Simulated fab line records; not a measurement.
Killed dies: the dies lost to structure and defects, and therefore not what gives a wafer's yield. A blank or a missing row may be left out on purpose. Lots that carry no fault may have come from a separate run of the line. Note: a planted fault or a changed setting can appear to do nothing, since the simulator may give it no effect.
Matching of chambers :: flow n5_finfet :: N5_BEOL_M12_ETCH_68 on rie_diel-01: 4 sister chambers
The step etches SOC in N2/H2, time 285 s. 4 wafers are shown with their chamber, then 8 later ones without.

== EACH WAFER AND ITS CHAMBER ==
wafer: L090.3
chamber: 1
showerhead_plenum_p_Torr (Torr): 2.46

wafer: L090.5
chamber: 2
showerhead_plenum_p_Torr (Torr): 2.41

wafer: L089.3
chamber: 3
showerhead_plenum_p_Torr (Torr): 2.43

wafer: L091.1
chamber: 0
showerhead_plenum_p_Torr (Torr): 2.58

== WAFERS MISSING THEIR CHAMBER ==
wafer: L091.2
showerhead_plenum_p_Torr (Torr): 2.41

wafer: L091.6
showerhead_plenum_p_Torr (Torr): 2.41

wafer: L096.2
showerhead_plenum_p_Torr (Torr): 2.45

wafer: L096.4
showerhead_plenum_p_Torr (Torr): 2.58

wafer: L096.5
showerhead_plenum_p_Torr (Torr): 2.40

wafer: L097.2
showerhead_plenum_p_Torr (Torr): 2.58

wafer: L097.3
showerhead_plenum_p_Torr (Torr): 2.40

wafer: L097.6
showerhead_plenum_p_Torr (Torr): 2.58

== EACH ONE'S CHAMBER ==
wafer: L091.2
from the rows above: 2
in truth: 2

wafer: L091.6
from the rows above: 2
in truth: 2

wafer: L096.2
from the rows above: can't be placed: 1 or 3
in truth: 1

wafer: L096.4
from the rows above: 0
in truth: 0

wafer: L096.5
from the rows above: 2
in truth: 2

wafer: L097.2
from the rows above: 0
in truth: 0

wafer: L097.3
from the rows above: 2
in truth: 2

wafer: L097.6
from the rows above: 0
in truth: 0
Correctly placed: 7 of 8. Not placeable from these rows: 1 (in 1, the candidates include the true chamber). Number placed wrongly: 0.
How it was worked out, from the rows above alone: a wafer's distance from a chamber is the root of the sum, over the readings, of the square of ((its reading less the chamber's mean) divided by the reading's scatter). If the next closest chamber is less than 2 further off than the closest, the wafer can't be placed; otherwise it belongs to the closest. A chamber's mean is the mean of its shown wafers. The scatter (one wafer shown for each chamber): square how far every hidden wafer sits from the nearest shown wafer, average those squares and take the square root.
